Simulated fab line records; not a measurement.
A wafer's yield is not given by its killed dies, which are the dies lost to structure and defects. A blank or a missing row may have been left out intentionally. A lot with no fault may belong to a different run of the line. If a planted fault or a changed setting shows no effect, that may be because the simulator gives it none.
Matching of chambers :: flow n5Finfet :: N5_BEOL_M3_DEP_57 on pecvd-02: 3 sister chambers
The step deposits SiCN from 3MS/NH3, target thk 8 nm, time 14 s. 6 wafers are shown with their chamber, then 9 later ones without.

WAFERS WITH THEIR CHAMBER
wafer: L084.1
chamber: 2
throttleValvePct (%): 8.6
showerheadPlenumPTorr (Torr): 3.637

wafer: L084.5
chamber: 1
throttleValvePct (%): 9.0
showerheadPlenumPTorr (Torr): 3.675

wafer: L083.5
chamber: 1
throttleValvePct (%): 8.9
showerheadPlenumPTorr (Torr): 3.657

wafer: L086.3
chamber: 0
throttleValvePct (%): 9.6
showerheadPlenumPTorr (Torr): 3.678

wafer: L086.4
chamber: 2
throttleValvePct (%): 8.7
showerheadPlenumPTorr (Torr): 3.626

wafer: L086.6
chamber: 0
throttleValvePct (%): 9.6
showerheadPlenumPTorr (Torr): 3.668

WAFERS MISSING THEIR CHAMBER
wafer: L089.2
throttleValvePct (%): 8.8
showerheadPlenumPTorr (Torr): 3.656

wafer: L089.4
throttleValvePct (%): 8.7
showerheadPlenumPTorr (Torr): 3.655

wafer: L089.6
throttleValvePct (%): 8.7
showerheadPlenumPTorr (Torr): 3.627

wafer: L091.1
throttleValvePct (%): 8.9
showerheadPlenumPTorr (Torr): 3.656

wafer: L091.3
throttleValvePct (%): 8.5
showerheadPlenumPTorr (Torr): 3.632

wafer: L091.6
throttleValvePct (%): 8.7
showerheadPlenumPTorr (Torr): 3.633

wafer: L096.2
throttleValvePct (%): 8.5
showerheadPlenumPTorr (Torr): 3.631

wafer: L096.3
throttleValvePct (%): 9.9
showerheadPlenumPTorr (Torr): 3.670

wafer: L096.5
throttleValvePct (%): 9.6
showerheadPlenumPTorr (Torr): 3.665

WHICH CHAMBER EACH ONE RAN IN
wafer: L089.2
from the rows above: can't be placed: 1 or 2
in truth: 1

wafer: L089.4
from the rows above: can't be placed: 2 or 1
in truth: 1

wafer: L089.6
from the rows above: 2
in truth: 2

wafer: L091.1
from the rows above: 1
in truth: 1

wafer: L091.3
from the rows above: 2
in truth: 2

wafer: L091.6
from the rows above: 2
in truth: 2

wafer: L096.2
from the rows above: 2
in truth: 2

wafer: L096.3
from the rows above: 0
in truth: 0

wafer: L096.5
from the rows above: 0
in truth: 0
Correctly placed: 7 of 9. From these rows, 2 cannot be placed; in 2 the true chamber is one of the candidates. Wrongly placed: 0.
How it was worked out, from the rows above alone: a wafer's distance from a chamber is the root of the sum, over the readings, of the square of ((its reading less the chamber's mean) divided by the reading's scatter). The wafer belongs to the nearest chamber; if the next one is less than 2 further off, it can't be placed. The mean given for a chamber averages the wafers shown for that chamber. The scatter: the root of (the sum of the squares of (reading less its chamber's mean) over the shown wafers, divided by (wafers less chambers)).
